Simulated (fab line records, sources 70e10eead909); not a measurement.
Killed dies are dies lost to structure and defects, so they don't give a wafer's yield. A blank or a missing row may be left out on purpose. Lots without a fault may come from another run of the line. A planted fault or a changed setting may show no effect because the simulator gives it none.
fab line records | flow nand_harc
record lots=12 wafers=36 last_day=34
route steps=1302 shown A_CHANNEL_HOLE_D2@589 A_CHANNEL_FILL_D2@613
lots that met no fault: from a run of the same line without faults
start_h: hours from the record's first day to the start of the lot's first wafer shown | wait_h: hours since the lot's step before | " the same as in the row above | L1.1+2: a row that stands for several wafers | - no value, or no start given | * or withheld: withheld | < > ~ a bound
route shown NAME@n: a module of which the file shows steps, and the number in the route of the first | usual: mean/standard deviation of fault-free wafers | same: alike in all rows | chamber/n: place in a boat | sites: the reading at each site | _std_site: their standard deviation | _edge_site: outer sites' mean less inner sites' | radius_mm: how far each site lies from the wafer's centre | mask NAME#n: copy n | behind: the tool/chamber that last shaped the wafer | hold: why the lot was held/for how many hours/how that ended | device: the transistor (n, p or np) that didn't switch | end of line: the same wafers' tests at the end of the route | a step without rows: its recipe alone | killed: dies lost to structure and defects at the first sort, not the wafer's yield | map: a wafer's dies, x killed, . not, _ none there
set.NAME: the setting as run; set.NAME@STEP: as run at that earlier step | model.NAME: the simulator's own value behind a step, which no gauge read
steps of the route over a sample of lots; a table a step, a row a wafer
services: from which hour (start_h, from the record's first day; less than 0 if before it) a tool's chamber was out of use, for how many hours, and why
## steps
# step NHARC_A_CHANNEL_HOLE_D2_ETCH_16
# recipe target_depth_a=31000 over_etch_frac=0.3 time_s=806 ion_energy_ev=150 o2_flow_sccm=400 cos_flow_sccm=20 ar_flow_sccm=0 rf_w=500 bias_w=300 chemistry=O2/COS
# usual drypump_motor_current_A=5.7/0.52 oes_product_au=0.998/0.01 rf_vpp_V=314.2/1.8 showerhead_plenum_p_Torr=3.11/0.11 throttle_valve_pct=28.330/0.0097
# columns lot.wafer tool chamber start_h wait_h drypump_motor_current_A oes_product_au rf_hours_counter_h rf_vpp_V showerhead_plenum_p_Torr throttle_valve_pct
L308.2 rie_diel-02 3 - - 6.5 1.006 4.2 314.7 3.24 28.328
L308.5 " 1 " " 6.1 0.998 - 316.1 3.25 28.361
L308.6 " 2 " " 4.9 0.989 - 314.8 3.10 28.343
L309.2 rie_diel-09 0 - - 5.9 0.984 9.5 315.3 3.23 28.315
L309.1 " 1 " " 4.9 0.988 9.9 311.2 2.96 28.334
L309.5 " 3 " " 5.7 1.001 - 312.7 3.05 28.335
L310.3 rie_diel-02 0 - - 5.1 0.991 3.5 311.5 2.98 28.330
L310.4 " 1 " " 6.1 1.007 4.9 314.9 3.25 28.336
L310.1 " 3 " " 6.4 1.015 5.1 316.2 3.24 28.327
L314.1 rie_diel-02 0 - - 5.1 1.010 6.4 311.3 2.97 28.331
L314.2 " 1 " " 6.1 1.006 8.1 316.6 3.25 28.342
L314.5 " 0 " " 5.1 0.997 - 312.6 2.98 28.323
L315.2 rie_diel-09 1 - - 4.8 1.003 2.2 310.3 2.95 28.325
L315.1 " 2 " " 5.1 1.008 2.6 312.1 2.98 28.343
L315.4 " 3 " " 5.7 1.011 2.5 313.1 3.05 28.337
L316.2 rie_diel-03 2 - - 5.9 0.992 4.3 314.4 3.16 28.337
L316.3 " 0 " " 5.4 1.002 4.4 315.2 3.18 28.332
L316.5 " 2 " " 6.0 1.006 - 314.1 3.16 28.322
L318.1 rie_diel-03 2 - - 5.9 0.989 5.8 316.3 3.16 28.333
L318.3 " 0 " " 5.4 0.992 5.4 316.1 3.17 28.325
L318.5 " 2 " " 5.9 0.997 - 314.6 3.16 28.338
L320.4 rie_diel-09 2 - - 5.1 1.008 - 312.0 2.98 28.343
L320.5 " 3 " " 5.7 0.991 - 313.5 3.05 28.315
L320.6 " 0 " " 5.9 1.008 - 316.1 3.22 28.329
L319.1 rie_diel-03 1 - - 6.1 0.979 6.2 312.7 3.13 28.336
L319.2 " 2 " " 6.0 1.007 7.1 315.8 3.16 28.324
L319.6 " 0 " " 5.4 0.992 - 314.7 3.17 28.321
L324.1 rie_diel-09 1 - - 4.8 1.007 7.5 311.4 2.95 28.322
L324.3 " 3 " " 5.7 1.010 7.7 313.2 3.05 28.326
L324.5 " 0 " " 5.9 1.004 - 316.8 3.22 28.326
L325.1 rie_diel-02 1 - - 6.1 0.995 4.1 315.0 3.25 28.310
L325.3 " 0 " " 5.1 0.981 4.1 311.9 2.97 28.326
L325.6 " 1 " " 6.1 0.992 - 316.3 3.25 28.321
L331.2 rie_diel-02 2 - - 4.9 1.000 6.8 313.8 3.09 28.337
L331.4 " 3 " " 6.5 0.999 7.3 314.4 3.24 28.334
L331.5 " 0 " " 5.1 0.978 - 311.2 2.97 28.337
# step NHARC_A_CHANNEL_FILL_D2_ALD_03
# recipe target_thk_a=60 pulse_time_s=60 ald_cycles=58 temp_c=630 pressure_torr=2 material=SiNx
# usual ald_cycles=58/0 precursor_pulse_height_rel=1.000/0.021
# columns lot.wafer tool chamber start_h wait_h ald_cycles precursor_pulse_height_rel
L308.2 ald_sin_batch-02 0 305.03 - 58 1.030
L308.5 " 0 " " 58 1.026
L308.6 " 0 " " 58 1.026
L309.1 ald_sin_batch-02 0 319.11 - 58 1.023
L309.2 " 0 " " 58 0.993
L309.5 " 0 " " 58 0.994
L310.1 ald_sin_batch-01 0 323.49 - 58 0.983
L310.3 " 0 " " 58 0.990
L310.4 " 0 " " 58 1.004
L314.1 ald_sin_batch-02 0 372.25 - 58 0.960
L314.2 " 0 " " 58 0.992
L314.5 " 0 " " 58 0.978
L315.1 ald_sin_batch-03 0 385.82 - 58 0.982
L315.2 " 0 " " 58 1.000
L315.4 " 0 " " 58 0.995
L316.2 ald_sin_batch-01 0 394.15 - 58 0.979
L316.3 " 0 " " 58 1.013
L316.5 " 0 " " 58 1.033
L318.1 ald_sin_batch-02 0 403.58 - 58 0.969
L318.3 " 0 " " 58 1.004
L318.5 " 0 " " 58 0.994
L320.4 ald_sin_batch-01 0 410.03 - 58 1.003
L320.5 " 0 " " 58 0.964
L320.6 " 0 " " 58 1.013
L319.1 ald_sin_batch-03 0 421.86 - 58 0.971
L319.2 " 0 " " 58 1.030
L319.6 " 0 " " 58 1.012
L324.1 ald_sin_batch-02 0 470.66 - 83 1.016
L324.3 " 0 " " 83 1.007
L324.5 " 0 " " 83 1.005
L325.1 ald_sin_batch-02 0 475.55 - 83 1.027
L325.3 " 0 " " 83 0.997
L325.6 " 0 " " 83 0.966
L331.2 ald_sin_batch-01 0 536.11 - 58 1.022
L331.4 " 0 " " 58 0.998
L331.5 " 0 " " 58 0.971
# step NHARC_A_CHANNEL_FILL_D2_ETCHBACK_19
# recipe target_depth_a=50 time_s=1.7 hbr_flow_sccm=150 cl2_flow_sccm=50 rf_w=400 icp_w=400 bias_w=100 chemistry=HBr/Cl2
# usual drypump_motor_current_A=5.6/0.47 oes_product_au=0.998/0.0093 throttle_valve_pct=26.406/0.0091
# columns lot.wafer tool chamber start_h wait_h drypump_motor_current_A oes_product_au rf_hours_counter_h throttle_valve_pct
L308.2 rie_si-02 3 327.19 0.4 5.4 0.999 0.19 26.404
L308.5 " 2 " " 6.6 0.990 - 26.414
L308.6 " 3 " " 5.4 0.990 - 26.406
L310.1 rie_si-03 2 341.84 0.4 5.7 0.981 0.67 26.437
L310.3 " 3 " " 5.6 0.985 0.74 26.393
L310.4 " 0 " " 5.8 1.005 0.65 26.409
L309.2 rie_si-02 3 341.84 0.4 5.4 1.012 0.25 26.408
L309.1 " 1 " " 6.4 1.007 0.24 26.406
L309.5 " 0 " " 6.0 1.001 - 26.407
L314.2 rie_si-03 3 392.90 0.4 5.6 1.004 0.95 26.418
L314.1 " 1 " " 5.9 0.993 0.99 26.394
L314.5 " 3 " " 5.6 1.003 - 26.420
L315.1 rie_si-04 1 406.63 0.4 5.1 1.009 0.43 26.403
L315.2 " 2 " " 5.2 0.990 0.41 26.408
L315.4 " 0 " " 5.3 0.998 0.33 26.412
L316.3 rie_si-04 2 414.94 0.4 5.2 0.984 0.44 26.400
L316.2 " 1 " " 5.0 1.013 0.46 26.403
L316.5 " 2 " " 5.2 0.989 - 26.421
L318.3 rie_si-04 1 426.02 0.4 5.1 1.009 0.52 26.415
L318.1 " 0 " " 5.3 0.996 0.44 26.405
L318.5 " 2 " " 5.1 0.986 - 26.416
L320.4 rie_si-03 3 432.67 0.4 5.6 0.998 0.12 26.407
L320.5 " 2 " " 5.7 0.999 - 26.410
L320.6 " 3 " " 5.6 1.002 - 26.413
L319.1 rie_si-04 1 442.47 0.4 5.1 1.006 0.62 26.412
L319.2 " 3 " " 6.5 0.998 0.47 26.411
L319.6 " 1 " " 5.1 1.011 - 26.407
L324.1 rie_si-04 0 492.02 0.4 5.2 1.004 0.75 26.414
L324.3 " 2 " " 5.2 0.982 - 26.396
L324.5 " 2 " " 5.1 0.978 - 26.386
L325.1 rie_si-04 0 495.75 0.4 5.3 0.996 0.79 26.404
L325.3 " 2 " " 5.2 0.985 - 26.397
L325.6 " 2 " " 5.2 0.979 - 26.411
L331.4 rie_si-04 0 556.38 0.4 5.3 0.995 0.18 26.413
L331.2 " 1 " " 5.1 1.008 0.18 26.403
L331.5 " 0 " " 5.2 1.006 - 26.399
# step NHARC_A_CHANNEL_FILL_D2_ETCHBACK_20
# recipe target_depth_a=270 time_s=13.5 c4f8_flow_sccm=withheld o2_flow_sccm=8 ar_flow_sccm=withheld rf_w=600 bias_w=1500 chemistry=C4F8/O2/Ar
# usual oes_product_au=0.978/0.029 rf_vpp_V=978/6
# columns lot.wafer tool chamber start_h wait_h oes_product_au rf_hours_counter_h rf_vpp_V
L308.2 rie_diel-12 1 327.31 - 0.942 7 975
L308.5 " 0 " " 0.938 - 968
L308.6 " 1 " " 0.948 - 975
L310.1 rie_diel-06 2 341.97 - 0.917 0 988
L310.4 " 3 " " 0.920 0 981
L310.3 " 1 " " 0.918 0 980
L309.1 rie_diel-05 2 341.98 - 0.937 3 986
L309.2 " 3 " " 0.911 3 972
L309.5 " 1 " " 0.913 - 979
L314.2 rie_diel-06 3 393.02 - 0.953 1 981
L314.1 " 2 " " 0.950 2 987
L314.5 " 3 " " 0.953 - 981
L315.2 rie_diel-06 1 406.77 - 0.979 2 979
L315.4 " 2 " " 0.992 2 988
L315.1 " 3 " " 0.997 2 981
L316.2 rie_diel-06 3 415.06 - 0.954 2 981
L316.3 " 1 " " 0.926 2 981
L316.5 " 0 " " 0.940 - 972
L318.1 rie_diel-06 1 426.16 - 0.971 2 981
L318.3 " 2 " " 1.001 2 988
L318.5 " 0 " " 0.975 - 969
L320.4 rie_diel-05 0 432.81 - 0.997 0 976
L320.5 " 1 " " 0.987 - 981
L320.6 " 2 " " 1.000 - 986
L319.2 rie_diel-06 0 442.61 - 0.924 3 972
L319.1 " 1 " " 0.911 3 981
L319.6 " 3 " " 0.935 - 981
L324.1 rie_diel-12 0 492.22 - 0.998 5 968
L324.3 " 2 " " 1.008 5 979
L324.5 " 1 " " 0.994 - 974
L325.3 rie_diel-05 3 495.93 - 0.984 2 972
L325.1 " 0 " " 0.982 2 976
L325.6 " 0 " " 0.982 - 975
L331.4 rie_diel-06 2 556.51 - 0.989 2 989
L331.2 " 0 " " 0.984 2 970
L331.5 " 2 " " 0.990 - 987
## services
# columns tool chamber start_h hours kind
rie_diel-02 0 271.24 21.4 repair
rie_diel-03 - 281.30 9.0 pm
rie_diel-03 3 298.58 2.8 repair
rie_diel-06 3 303.54 1.3 repair
rie_diel-06 - 307.28 9.0 pm
rie_diel-09 - 320.10 9.0 pm
rie_diel-09 1 338.98 1.4 repair
rie_si-04 - 342.00 9.0 pm
rie_si-04 3 351.36 7.6 repair
rie_diel-09 1 352.78 7.3 repair
rie_si-04 0 357.46 7.4 repair
rie_diel-09 1 393.07 5.0 repair
rie_diel-02 - 393.70 9.0 pm
rie_diel-02 2 469.60 8.9 repair
rie_diel-06 - 480.21 0.5 repair
rie_diel-06 - 484.28 9.0 pm
rie_si-04 3 485.25 17.9 repair
rie_si-04 1 488.14 14.9 repair
rie_diel-09 3 492.84 4.4 repair
rie_diel-09 - 497.10 9.0 pm
ald_sin_batch-01 - 506.00 26.0 pm
rie_si-04 1 517.56 8.1 repair
rie_si-04 - 519.00 9.0 pm
rie_diel-06 - 522.59 0.5 repair
## key
first_sign step=NHARC_A_CHANNEL_FILL_D2_ALD_03 reading=ald_cycles direction=up sigmas=99+ usual=58 struck=83
effect none on later readings
met_at NHARC_A_CHANNEL_FILL_D2_ALD_03
struck_lots L324,L325
tester_left_out L324,L325
not_acting_at NHARC_A_CHANNEL_HOLE_D2_ETCH_16,NHARC_A_CHANNEL_FILL_D2_ETCHBACK_19,NHARC_A_CHANNEL_FILL_D2_ETCHBACK_20
onset_between 403.58 470.66
fault kind=process_parameter_drift tool=ald_sin_batch-02 chamber=- onset_h=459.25 steps=NHARC_A_CHANNEL_FILL_D2_ALD_03 channel=ald_cycles offset=25 shape=step end_h=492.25 acts_in=these_recipes_only stated=58
# tester_left_out: of these lots the tester's yield and bins aren't shown, on N5 and GAA mostly nor the transistor test; their killed dies are dies lost to structure and defects alone, not to doping, threshold or leakage, so they don't give the yield
